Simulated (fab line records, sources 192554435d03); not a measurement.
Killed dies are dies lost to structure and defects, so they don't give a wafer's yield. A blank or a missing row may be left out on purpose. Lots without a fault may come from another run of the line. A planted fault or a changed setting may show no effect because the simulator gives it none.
fab line records | flow n5_finfet
record lots=6 wafers=18 last_day=17
route steps=1938 shown MOL_CONTACT_COAG@532 BEOL_M4@1111 PASSIVATION@1936
lots that met no fault: from a run of the same line without faults
start_h: hours from the record's first day to the start of the lot's first wafer shown | wait_h: hours since the lot's step before | " the same as in the row above | L1.1+2: a row that stands for several wafers | - no value, or no start given | * or withheld: withheld | < > ~ a bound
route shown NAME@n: a module of which the file shows steps, and the number in the route of the first | usual: mean/standard deviation of fault-free wafers | same: alike in all rows | chamber/n: place in a boat | sites: the reading at each site | _std_site: their standard deviation | _edge_site: outer sites' mean less inner sites' | radius_mm: how far each site lies from the wafer's centre | mask NAME#n: copy n | behind: the tool/chamber that last shaped the wafer | hold: why the lot was held/for how many hours/how that ended | device: the transistor (n, p or np) that didn't switch | end of line: the same wafers' tests at the end of the route | a step without rows: its recipe alone | killed: dies lost to structure and defects at the first sort, not the wafer's yield | map: a wafer's dies, x killed, . not, _ none there
set.NAME: the setting as run; set.NAME@STEP: as run at that earlier step | model.NAME: the simulator's own value behind a step, which no gauge read
lots at some steps of the route; a table a step, a row a wafer
services: from which hour (start_h, from the record's first day; less than 0 if before it) a tool's chamber was out of use, for how many hours, and why
## steps
# step N5_MOL_CONTACT_COAG_ETCH_106
# recipe chemistry=N2/H2 target=SOC target_depth_a=800 overetch_a=160 mask_material=SiARC temp_c=40 time_s=120 ion_energy_ev=200 pressure_mtorr=30 source_w=840 bias_w=150 n2_flow_sccm=200 h2_flow_sccm=200
# step N5_MOL_CONTACT_COAG_STRIP_107
# recipe chemistry=N2/H2 temp_c=40 n2_flow_sccm=200 h2_flow_sccm=200 rf_frequency_hz=6e+07
# step N5_MOL_CONTACT_COAG_STRIP_108
# recipe chemistry=N2/H2 temp_c=40 n2_flow_sccm=200 h2_flow_sccm=200 rf_frequency_hz=6e+07
# step N5_MOL_CONTACT_COAG_CONTACT_ETCH_14
# recipe chemistry=C4F6/O2 target=SiO2 target_depth_a=275 overetch_a=85 mask_material=SOC pressure_mtorr=30 source_w=370 bias_w=185 Ar_flow_sccm=300 C4F6_flow_sccm=16 O2_flow_sccm=10 time_s=20 ion_energy_ev=259.6
# usual O2_flow_sccm=10.00/0.031 bias_w=185.0/0.55 drypump_motor_current_A=5.7/0.44 mfc_ar_sccm=300.0/0.96 oes_f_703_au=0.80/0.1 oes_o_777_au=0.80/0.099 oes_product_au=0.67/0.076 rf_fwd_power_W=364.8/1.5 rf_vpp_V=692/3.9 showerhead_plenum_p_Torr=2.85/0.12 throttle_valve_pct=21.24/0.24
# columns lot.wafer tool chamber start_h wait_h O2_flow_sccm bias_w drypump_motor_current_A mfc_ar_sccm oes_f_703_au oes_o_777_au oes_product_au rf_fwd_power_W rf_hours_counter_h rf_vpp_V showerhead_plenum_p_Torr throttle_valve_pct
L559.1 rie_diel-03 0 92.91 0.0 10.01 184.4 5.5 300.1 0.99 0.98 0.79 365.3 12 698 3.08 21.08
L559.2 " 2 " " 10.01 184.4 5.2 300.2 0.82 0.80 0.70 361.8 92 689 2.81 21.27
L559.4 " 1 " " 9.99 184.7 6.0 301.1 0.78 0.79 0.67 365.2 104 689 2.81 21.68
L562.2 rie_diel-05 3 114.13 0.0 10.02 183.9 6.0 299.7 0.86 0.86 0.71 363.2 74 698 3.05 21.14
L562.4 " 1 " " 9.98 185.3 6.5 298.4 0.62 0.65 0.57 366.9 231 688 2.70 21.35
L562.6 " 3 " " 10.00 183.9 6.0 299.7 0.86 0.85 0.71 363.3 - 698 3.05 21.15
L574.2 rie_diel-05 3 184.04 0.0 9.98 184.6 5.9 300.2 0.82 0.82 0.68 364.3 103 696 3.03 21.19
L574.3 " 2 " " 10.00 185.6 6.3 299.8 0.74 0.74 0.63 363.1 185 690 2.75 21.09
L574.6 " 3 " " 10.03 184.6 6.0 298.3 0.83 0.82 0.69 363.8 - 697 3.03 21.20
L577.4 rie_diel-05 0 199.77 0.0 10.00 185.0 5.8 299.8 0.91 0.92 0.79 364.9 20 689 2.79 20.86
L577.5 " 3 " " 10.01 184.4 6.0 299.1 0.82 0.81 0.68 363.1 - 697 3.03 21.20
L577.6 " 2 " " 10.03 184.9 6.3 299.2 0.72 0.73 0.62 362.9 - 688 2.75 21.09
L578.1 rie_diel-03 3 208.82 0.0 10.03 184.4 5.3 300.7 0.76 0.73 0.61 362.7 218 692 2.82 21.22
L578.3 " 1 " " 9.98 185.6 6.0 300.4 0.76 0.76 0.64 366.3 143 689 2.80 21.75
L578.6 " 3 " " 10.02 185.4 5.3 301.3 0.75 0.75 0.60 363.7 - 692 2.82 21.20
L579.1 rie_diel-03 1 212.96 0.0 10.02 185.1 6.0 300.3 0.76 0.76 0.64 364.3 144 688 2.79 21.73
L579.5 " 2 " " 9.99 185.4 5.2 300.6 0.78 0.76 0.66 363.7 - 690 2.79 21.35
L579.6 " 1 " " 9.95 184.1 6.0 301.6 0.75 0.75 0.64 364.1 - 691 2.79 21.75
# step N5_MOL_CONTACT_COAG_STRIP_109
# recipe chemistry=C4F6/O2 resist=SiARC rf_frequency_hz=6e+07
# step N5_MOL_CONTACT_COAG_ETCH_15
# recipe chemistry=CH3F/O2 target=SiNx target_depth_a=70 mask_material=SOC stop_on=Si:P over_etch_frac=0.75 ion_energy_ev=120 pressure_mtorr=30 source_w=395 bias_w=73 Ar_flow_sccm=150 CH3F_flow_sccm=30 O2_flow_sccm=20
# step N5_MOL_CONTACT_COAG_ETCH_110
# recipe chemistry=CF4/O2 target=Si target_depth_a=25 time_s=8 pressure_mtorr=100 source_w=200 bias_w=12 ion_energy_ev=60 Ar_flow_sccm=100 cf4_flow_sccm=100 O2_flow_sccm=10
# usual O2_flow_sccm=10.00/0.031 bias_w=12.00/0.039 drypump_motor_current_A=5.7/0.44 mfc_ar_sccm=100.0/0.31 oes_f_703_au=0.80/0.11 oes_o_777_au=0.80/0.11 oes_product_au=0.79/0.1 rf_fwd_power_W=198.5/0.63 rf_vpp_V=128/3.6 showerhead_plenum_p_Torr=2.20/0.089 throttle_valve_pct=10.7/0.3
# columns lot.wafer tool chamber start_h wait_h O2_flow_sccm bias_w drypump_motor_current_A mfc_ar_sccm oes_f_703_au oes_o_777_au oes_product_au rf_fwd_power_W rf_hours_counter_h rf_vpp_V showerhead_plenum_p_Torr throttle_valve_pct
L559.1 rie_diel-03 0 93.00 0.0 10.02 11.97 5.5 100.2 1.01 1.02 0.97 199.0 12 128 2.37 10.3
L559.2 " 2 " " 9.98 12.03 5.2 100.0 0.83 0.81 0.85 197.7 92 129 2.16 10.6
L559.4 " 1 " " 9.97 11.97 6.0 99.8 0.79 0.79 0.80 197.3 104 128 2.17 11.0
L562.2 rie_diel-05 3 114.22 0.0 9.96 12.03 6.0 100.1 0.87 0.87 0.86 198.9 74 128 2.34 10.5
L562.4 " 1 " " 10.02 11.96 6.5 99.3 0.62 0.65 0.64 199.1 231 137 2.10 11.2
L562.6 " 3 " " 9.96 11.94 6.0 100.3 0.87 0.87 0.86 197.2 - 128 2.34 10.5
L574.2 rie_diel-05 3 184.13 0.0 9.96 11.94 5.9 100.3 0.84 0.84 0.83 199.1 103 128 2.33 10.6
L574.3 " 2 " " 9.98 11.97 6.2 100.2 0.72 0.73 0.73 197.1 185 130 2.13 10.8
L574.6 " 3 " " 9.99 11.96 6.0 100.2 0.83 0.84 0.83 197.6 - 128 2.33 10.6
L577.4 rie_diel-05 0 199.87 0.0 9.96 12.04 5.8 99.7 0.90 0.94 0.93 198.7 20 128 2.16 10.3
L577.5 " 3 " " 9.98 11.94 5.9 100.3 0.82 0.82 0.83 198.8 - 127 2.33 10.6
L577.6 " 2 " " 9.98 12.00 6.3 100.1 0.72 0.72 0.74 197.7 - 129 2.13 10.7
L578.1 rie_diel-03 3 208.92 0.0 10.02 12.07 5.3 100.0 0.75 0.72 0.72 198.8 218 127 2.21 11.1
L578.3 " 1 " " 9.97 12.00 6.0 100.2 0.76 0.76 0.76 199.4 143 126 2.16 11.1
L578.6 " 3 " " 9.94 11.99 5.4 99.9 0.75 0.72 0.72 199.5 - 127 2.21 11.1
L579.1 rie_diel-03 1 213.06 0.0 9.95 12.11 6.0 99.9 0.75 0.75 0.75 198.5 144 128 2.15 11.1
L579.5 " 2 " " 10.00 12.04 5.2 99.6 0.79 0.77 0.80 198.0 - 129 2.14 10.7
L579.6 " 1 " " 10.04 12.10 6.0 100.3 0.75 0.76 0.76 198.9 - 127 2.15 11.1
# step N5_MOL_CONTACT_COAG_STRIP_98
# recipe chemistry=N2/H2 power_w=500 temp_c=40 pressure_mtorr=50 rf_frequency_hz=6e+07 overash_fraction=0.3 bias_power_w=8 h2_frac=0.5 n2_flow_sccm=300 h2_flow_sccm=300
# usual bias_power_w=8.005/0.026 drypump_motor_current_A=5.7/0.44 h2_flow_sccm=300.1/0.84 oes_product_au=0.79/0.098 rf_vpp_V=54.3/1.6 showerhead_plenum_p_Torr=3.32/0.15 temp_c=40.01/0.1 throttle_valve_pct=18.83/0.27
# columns lot.wafer tool chamber start_h wait_h bias_power_w drypump_motor_current_A h2_flow_sccm oes_product_au rf_hours_counter_h rf_vpp_V showerhead_plenum_p_Torr temp_c throttle_valve_pct
L559.1 rie_diel-03 0 93.05 0.0 7.988 5.5 299.6 0.93 12 55.2 3.57 40.11 18.41
L559.2 " 2 " " 8.006 5.2 299.7 0.84 92 52.5 3.26 39.91 18.58
L559.4 " 1 " " 7.975 6.1 299.6 0.80 104 53.3 3.21 40.11 18.66
L562.2 rie_diel-05 3 114.27 0.0 7.998 5.9 299.9 0.84 74 57.0 3.57 40.07 18.85
L562.4 " 1 " " 8.029 6.5 301.7 0.65 231 52.6 3.16 40.15 18.51
L562.6 " 3 " " 7.995 5.9 299.9 0.86 - 53.9 3.57 40.13 18.86
L574.2 rie_diel-05 3 184.18 0.0 8.061 5.9 301.1 0.81 103 55.8 3.56 40.20 18.87
L574.3 " 2 " " 8.035 6.3 299.4 0.74 185 52.2 3.24 39.92 18.84
L574.6 " 3 " " 8.018 6.0 300.3 0.82 - 53.3 3.56 40.20 18.95
L577.4 rie_diel-05 0 199.91 0.0 8.022 5.8 301.1 0.94 20 55.2 3.27 40.02 18.69
L577.5 " 3 " " 7.991 6.0 299.4 0.81 - 53.0 3.55 39.96 18.91
L577.6 " 2 " " 8.062 6.3 301.5 0.75 - 55.2 3.23 39.94 18.84
L578.1 rie_diel-03 3 208.97 0.0 7.976 5.3 300.7 0.70 218 55.0 3.33 39.97 19.00
L578.3 " 1 " " 8.012 6.0 300.0 0.75 143 53.5 3.19 40.02 18.73
L578.6 " 3 " " 7.971 5.3 300.0 0.69 - 55.4 3.33 39.88 18.99
L579.1 rie_diel-03 1 213.11 0.0 8.015 6.0 299.3 0.75 144 52.3 3.19 39.94 18.72
L579.5 " 2 " " 8.043 5.2 298.5 0.80 - 54.8 3.23 40.01 18.65
L579.6 " 1 " " 7.995 6.0 300.3 0.75 - 52.4 3.19 39.98 18.73
# step N5_MOL_CONTACT_COAG_CD_MEAS_99
# recipe target_cd_nm=17.2 polarity=opening
# usual cd_nm=17.1/0.42
# columns lot.wafer tool chamber start_h wait_h cd_nm
L559.1 cd_sem-02 - 93.12 - 16.9
L559.2 " - " " 16.2
L559.4 " - " " 16.9
L562.2 cd_sem-01 - 114.34 - 17.2
L562.4 " - " " 16.9
L562.6 " - " " 17.5
L574.2 cd_sem-02 - 184.25 - 16.9
L574.3 " - " " 17.0
L574.6 " - " " 17.3
L577.4 cd_sem-02 - 199.99 - 17.6
L577.5 " - " " 17.7
L577.6 " - " " 17.0
L578.1 cd_sem-03 - 209.04 - 16.3
L578.3 " - " " 17.2
L578.6 " - " " 16.9
L579.1 cd_sem-02 - 213.18 - 17.0
L579.5 " - " " 16.9
L579.6 " - " " 16.8
# step N5_MOL_CONTACT_COAG_IMPLANT_129
# recipe species=Ge energy_kev=3 dose_cm2=6e+14 tilt_deg=0 rotation_deg=0
# step N5_MOL_CONTACT_COAG_PRECLEAN_111
# recipe chemistry=NF3:NH3 afs_cycles=1 temp_c=30 time_s=20 sublimation_temp_c=180 sublimation_time_s=60 pressure_torr=3 rf_power_w=30
# step N5_MOL_CONTACT_COAG_TI_SIL_19
# recipe material=Ti target_thk_a=42 temp_c=200 chamber_pressure_pa=5 power_w=5000 time_s=15
# usual throttle_valve_pct=30.3/1.4
# columns lot.wafer tool chamber start_h wait_h throttle_valve_pct
L559.1 pvd_sputter-01 - 97.06 0.2 30.9
L559.2 " - " " 28.9
L559.4 " - " " 29.3
L562.2 pvd_sputter-01 - 115.15 0.2 30.8
L562.4 " - " " 29.3
L562.6 " - " " 28.8
L574.2 pvd_sputter-01 - 184.72 0.1 29.2
L574.3 " - " " 28.6
L574.6 " - " " 29.4
L577.4 pvd_sputter-03 - 201.99 1.3 33.0
L577.5 " - " " 29.2
L577.6 " - " " 29.7
L578.1 pvd_sputter-02 - 209.49 0.2 28.6
L578.3 " - " " 30.3
L578.6 " - " " 30.5
L579.1 pvd_sputter-01 - 214.01 0.2 31.1
L579.5 " - " " 31.1
L579.6 " - " " 28.7
# step N5_MOL_CONTACT_COAG_ALD_20
# recipe material=TiN target_thk_a=15 temp_c=400 ald_precursor_family=TiCl4 ald_co_reactant=NH3 pulse_time_s=1 purge_time_s=3 co_reactant_purge_time_s=2 co_reactant_pulse_time_s=2 ald_cycles=68 pressure_torr=3
# usual ald_cycles=68/0 heater_power_w=888/90 precursor_pulse_height_rel=0.995/0.02
# same pulse_time_s=1
# columns lot.wafer tool chamber start_h wait_h ald_cycles heater_power_w precursor_pulse_height_rel model.TiN_of_MOL_CONTACT_COAG_ALD_20.thk_nm
L559.1 ald_metal-04 3 97.18 0.1 68 794 0.986 1.6
L559.2 " 0 " " 68 841 0.974 1.6
L559.4 " 2 " " 68 853 1.056 1.6
L562.2 ald_metal-03 3 115.27 0.1 68 834 1.010 1.4
L562.4 " 1 " " 68 859 1.003 1.4
L562.6 " 1 " " 68 853 1.020 1.4
L574.2 ald_metal-03 0 184.84 0.1 68 1024 0.989 1.4
L574.3 " 2 " " 68 818 1.012 1.4
L574.6 " 2 " " 118 783 1.013 2.6
L577.4 ald_metal-03 2 202.11 0.1 118 781 0.996 2.6
L577.5 " 2 " " 118 808 0.992 2.6
L577.6 " 3 " " 118 802 0.990 2.6
L578.1 ald_metal-02 0 209.61 0.1 68 937 0.991 1.6
L578.3 " 3 " " 68 932 0.973 1.6
L578.6 " 1 " " 68 846 0.998 1.6
L579.1 ald_metal-04 2 214.13 0.1 68 846 0.984 1.6
L579.5 " 3 " " 68 837 0.975 1.6
L579.6 " 0 " " 68 848 1.013 1.6
# step N5_MOL_CONTACT_COAG_SIL_ANNEAL_21
# recipe temp_c=550 time_s=60 ambient=N2
# usual lamp_power_pct=7.7/1.4 wafer_temp_C_max=552.5/0.55
# columns lot.wafer tool chamber start_h wait_h lamp_power_pct wafer_temp_C_max
L559.1 rtp_anneal-02 0 97.59 0.2 6.2 552.9
L559.2 " 0 " " 6.2 553.8
L559.4 " 0 " " 6.2 552.1
L562.2 rtp_anneal-02 0 115.68 0.2 6.2 552.6
L562.4 " 0 " " 6.2 552.7
L562.6 " 0 " " 6.2 553.6
L574.2 rtp_anneal-01 0 185.25 0.2 8.9 552.1
L574.3 " 0 " " 8.9 551.8
L574.6 " 0 " " 8.9 551.8
L577.4 rtp_anneal-01 0 202.58 0.3 8.9 552.1
L577.5 " 0 " " 8.9 552.9
L577.6 " 0 " " 9.0 552.8
L578.1 rtp_anneal-02 0 209.99 0.2 6.2 552.8
L578.3 " 0 " " 6.2 553.3
L578.6 " 0 " " 6.2 553.0
L579.1 rtp_anneal-01 0 214.51 0.2 8.9 552.5
L579.5 " 0 " " 8.9 552.6
L579.6 " 0 " " 8.9 551.2
# step N5_BEOL_M4_RC_MEAS_101
# usual DIBL_N=35.0/2.4 DIBL_P=35.4/2.8 IOFF_N=0.14/0.045 IOFF_P=0.20/0.048 ION_N=667/19 ION_P=460/11 SS_N=71.2/0.71 SS_P=73.1/0.86 VT_N=252/4.6 VT_P=-251/3.4
# columns lot.wafer tool chamber start_h wait_h DIBL_N[mV/V] DIBL_P[mV/V] IOFF_N[nA/um] IOFF_P[nA/um] ION_N[uA/um] ION_P[uA/um] SS_N[mV/dec] SS_P[mV/dec] VT_N[mV] VT_P[mV]
L559.1 prober-02 0 172.25 0.0 35.5 37.2 0.17 0.23 688 473 72.0 73.7 249 -248
L559.2 " 0 " " 35.8 37.8 0.16 0.23 670 460 71.2 73.2 253 -247
L559.4 " 0 " " 37.8 39.7 0.22 0.26 694 467 72.1 74.5 244 -247
L562.2 prober-01 0 185.67 0.2 33.6 34.5 0.11 0.18 668 467 70.5 72.4 253 -252
L562.4 " 0 " " 41.9 43.1 0.30 0.35 703 477 73.3 75.1 239 -244
L562.6 " 0 " " 38.1 38.7 0.17 0.22 682 470 72.4 73.9 252 -249
L574.2 prober-02 0 256.76 0.2 37.0 36.9 0.17 0.25 680 467 71.5 73.6 249 -248
L574.3 " 0 " " 34.7 34.6 0.13 0.21 660 462 71.1 73.1 252 -247
L574.6 " 0 " " 33.8 33.5 0.11 0.19 655 458 71.1 72.2 254 -249
L577.4 prober-02 0 277.36 0.7 36.1 35.2 0.14 0.20 691 477 71.3 73.9 252 -252
L577.5 " 0 " " 33.7 31.2 0.11 0.14 681 466 70.3 72.2 254 -256
L577.6 " 0 " " 39.1 37.8 0.21 0.24 666 456 72.0 74.4 246 -250
L578.1 prober-01 0 282.17 0.0 31.6 32.4 0.09 0.17 640 443 70.0 72.8 258 -252
L578.3 " 0 " " 36.1 37.6 0.15 0.22 690 472 71.2 73.7 252 -250
L578.6 " 0 " " 32.0 30.9 0.08 0.14 655 453 70.7 72.6 259 -257
L579.1 prober-02 0 283.67 0.0 32.4 32.4 0.09 0.14 633 442 70.3 71.4 261 -255
L579.5 " 0 " " 38.1 40.2 0.18 0.25 683 473 72.2 74.4 248 -250
L579.6 " 0 " " 36.0 37.3 0.14 0.20 685 469 71.5 73.2 254 -253
# step N5_PASSIVATION_PROBE_49
# usual defect_limited_yield=91.7/1.4 killed_at_M0_to_M3=32/9.7 killed_at_M4_up=14/5.5 killed_at_contacts=13/6.1 killed_at_front_end=35/10 killed_at_other=4.2/2.9 killed_dies=98/17 killed_open=63/12 killed_short=32/7.7 sort_bin_4_leakage=0.0/0.33 sort_bin_5_function=4.8/0.9 sort_bin_6_memory=3.1/0.63 sort_bin_8_speed=1/3.3 sort_n_pass=1073/41 sort_yield_pct=91/3.5
# same gross_dies=1180 killed_at_back_side=0
# columns lot.wafer tool chamber start_h wait_h defect_limited_yield[%] killed_at_M0_to_M3 killed_at_M4_up killed_at_contacts killed_at_front_end killed_at_other killed_dies killed_open killed_short sort_bin_4_leakage[%] sort_bin_5_function[%] sort_bin_6_memory[%] sort_bin_8_speed[%] sort_n_pass sort_yield_pct[%]
L559.1 prober-02 - 279.08 0.0 90.6 31 11 18 46 5 111 72 36 0 4.7 4.4 0 1069 91
L559.2 prober-02 - 279.13 0.1 91.4 32 7 23 36 3 101 67 32 0 5.3 3.1 0 1079 91
L559.4 prober-02 - 279.23 0.2 91.1 28 10 12 54 1 105 69 26 0 4.9 3.1 0 1075 91
L574.2 prober-02 - 372.03 0.1 93.9 15 17 10 29 1 72 44 25 0 3.6 2.4 0 1108 94
L574.3 prober-02 - 372.08 0.2 92.7 23 14 8 36 5 86 45 35 0 3.9 2.7 0 1094 93
L574.6 prober-02 - 372.23 0.3 89.9 47 21 12 39 0 119 72 36 0 5.6 3.5 0 1061 90
L577.4 prober-02 - 383.18 0.2 95.2 21 10 7 18 1 57 38 16 0 3.1 1.4 0 1123 95
L577.5 prober-02 - 383.23 0.2 91.7 29 11 4 49 5 98 55 42 0 5.2 2.6 0 1082 92
L577.6 prober-02 - 383.28 0.3 91.9 23 11 24 35 3 96 60 36 0 4.8 3.1 0 1084 92
L579.1 prober-02 - 403.44 0.0 93.9 14 18 12 19 9 72 53 19 0 3.3 2.5 4 1061 90
L579.5 prober-02 - 403.64 0.2 92.8 35 8 11 24 7 85 57 25 0 4.8 2.4 0 1095 93
L579.6 prober-02 - 403.69 0.3 94.3 26 8 14 16 3 67 42 19 0 2.5 2.6 0 1113 94
# killed by level:class
L559.1 MOL_CONTACT_COAG:geometric_particle:open=15 STI_FIN_REVEAL:geometric_particle:open=14 BEOL_M0_SAQP:geometric_particle:short=11 BEOL_M3:geometric_particle:open=11 GATE_CUT:geometric_particle:short=7 GATE_CUT:geometric_particle:open=5 BEOL_M4:geometric_particle:open=5 DUMMY_GATE:geometric_particle:open=4
L559.2 MOL_CONTACT_COAG:geometric_particle:open=18 BEOL_M0_SAQP:geometric_particle:open=10 STI_FIN_REVEAL:geometric_particle:open=9 FIN_SAQP:geometric_particle:short=8 BEOL_M0_SAQP:geometric_particle:short=8 BEOL_M3:geometric_particle:open=7 FIN_SAQP:geometric_particle:open=6 MOL_CONTACT_COAG:geometric_particle:short=5
L559.4 STI_FIN_REVEAL:geometric_particle:open=12 MOL_CONTACT_COAG:geometric_particle:open=12 FIN_SAQP:geometric_particle:open=11 HKMG_FIN:area_etch=8 BEOL_M0_SAQP:geometric_particle:open=7 BEOL_M0_SAQP:geometric_particle:short=7 BEOL_M3:geometric_particle:open=7 FIN_SAQP:geometric_particle:short=5
L574.2 BEOL_M4:geometric_particle:open=12 MOL_CONTACT_COAG:geometric_particle:open=7 FIN_SAQP:geometric_particle:short=6 FIN_SAQP:geometric_particle:open=5 GATE_CUT:geometric_particle:short=5 BEOL_M0_SAQP:geometric_particle:short=4 BEOL_M3:geometric_particle:open=4 GATE_CUT:geometric_particle:open=3
L574.3 MOL_CONTACT_COAG:geometric_particle:open=7 BEOL_M0_SAQP:geometric_particle:short=7 BEOL_M0_SAQP:geometric_particle:open=6 BEOL_M4:geometric_particle:open=6 STARTING-WAFER:geometric_particle:short=5 HKMG_FIN:area_etch=5 FIN_SAQP:geometric_particle:open=4 DUMMY_GATE:geometric_particle:open=4
L574.6 BEOL_M3:geometric_particle:open=10 MOL_CONTACT_COAG:geometric_particle:open=9 BEOL_M0_SAQP:geometric_particle:short=9 HKMG_FIN:area_etch=9 BEOL_M0_SAQP:geometric_particle:open=8 BEOL_M2:geometric_particle:open=8 FIN_SAQP:geometric_particle:short=5 BEOL_M5:geometric_particle:open=5
L577.4 BEOL_M0_SAQP:geometric_particle:open=6 FIN_SAQP:geometric_particle:open=5 MOL_CONTACT_COAG:geometric_particle:open=5 BEOL_M0_SAQP:geometric_particle:short=4 BEOL_M3:geometric_particle:open=4 BEOL_M4:geometric_particle:open=4 FIN_SAQP:geometric_particle:short=3 BEOL_M0:geometric_particle:open=3
L577.5 BEOL_M0_SAQP:geometric_particle:short=11 BEOL_M0_SAQP:geometric_particle:open=10 FIN_SAQP:geometric_particle:short=9 FIN_SAQP:geometric_particle:open=8 STI_FIN_REVEAL:geometric_particle:open=8 STARTING-WAFER:geometric_particle:short=5 DUMMY_GATE:geometric_particle:open=4 STI_FIN_REVEAL:geometric_particle:short=4
L577.6 MOL_CONTACT_COAG:geometric_particle:open=17 BEOL_M0_SAQP:geometric_particle:short=10 FIN_SAQP:geometric_particle:open=8 FIN_SAQP:geometric_particle:short=7 MOL_CONTACT_COAG:geometric_particle:short=7 BEOL_M0_SAQP:geometric_particle:open=5 BEOL_M4:geometric_particle:open=5 STI_FIN_REVEAL:geometric_particle:open=4
L579.1 MOL_CONTACT_COAG:geometric_particle:open=12 BEOL_M4:geometric_particle:open=9 BEOL_M0:geometric_particle:open=4 BEOL_M1:geometric_particle:open=4 MIM_BOT:geometric_particle:short=4 FIN_SAQP:geometric_particle:short=3 FIN_SAQP:geometric_particle:open=3 STI_FIN_REVEAL:geometric_particle:open=3
L579.5 STI_FIN_REVEAL:geometric_particle:open=9 MOL_CONTACT_COAG:geometric_particle:open=8 BEOL_M1:geometric_particle:open=8 BEOL_M3:geometric_particle:open=6 BEOL_M2:geometric_particle:open=6 BEOL_M0_SAQP:geometric_particle:short=5 GATE_CUT:geometric_particle:short=3 MOL_CONTACT_COAG:geometric_particle:short=3
L579.6 MOL_CONTACT_COAG:geometric_particle:open=12 BEOL_M1:geometric_particle:open=9 HKMG_FIN:area_etch=6 BEOL_M0_SAQP:geometric_particle:short=5 BEOL_M4:geometric_particle:open=4 BEOL_M2:geometric_particle:open=4 FIN_SAQP:geometric_particle:short=3 ILD0:geometric_particle:open=3
## services
# columns tool chamber start_h hours kind
ald_metal-04 1 85.79 21.3 repair
ald_metal-04 - 105.89 2.8 pm
rie_diel-03 1 106.97 6.5 repair
ald_metal-03 3 107.61 5.6 repair
ald_metal-02 - 114.28 0.7 repair
ald_metal-03 - 117.21 1.4 repair
rie_diel-05 0 125.61 4.7 repair
rie_diel-05 0 130.41 - clean
rie_diel-05 0 130.41 - consumable_replace:focus_ring
rie_diel-05 0 130.41 26.4 scheduled_down
rie_diel-05 0 130.41 26.4 vent_cycle
pvd_sputter-01 - 131.81 1.2 repair
ald_metal-04 2 142.86 31.6 repair
rie_diel-05 1 160.41 - clean
rie_diel-05 1 160.41 - consumable_replace:focus_ring
rie_diel-05 1 160.41 - consumable_replace:showerhead
rie_diel-05 1 160.41 34.7 scheduled_down
rie_diel-05 1 160.41 34.7 vent_cycle
ald_metal-04 0 202.20 1.8 repair
## key
first_sign step=N5_MOL_CONTACT_COAG_ALD_20 reading=ald_cycles direction=up sigmas=99+ usual=* struck=*
effect none on later readings
model_effect step=N5_MOL_CONTACT_COAG_ALD_20 value=TiN_of_MOL_CONTACT_COAG_ALD_20.thk_nm without=1.45 struck=2.6
met_at N5_MOL_CONTACT_COAG_ALD_20
struck_wafers L574.6,L577.4,L577.5,L577.6
onset_between 115.27 184.84
fault kind=process_parameter_drift tool=ald_metal-03 chamber=- onset_h=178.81 steps=N5_MOL_CONTACT_COAG_ALD_20 channel=ald_cycles offset=* shape=step end_h=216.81 scope=struck_wafers_only acts_in=* stated=*
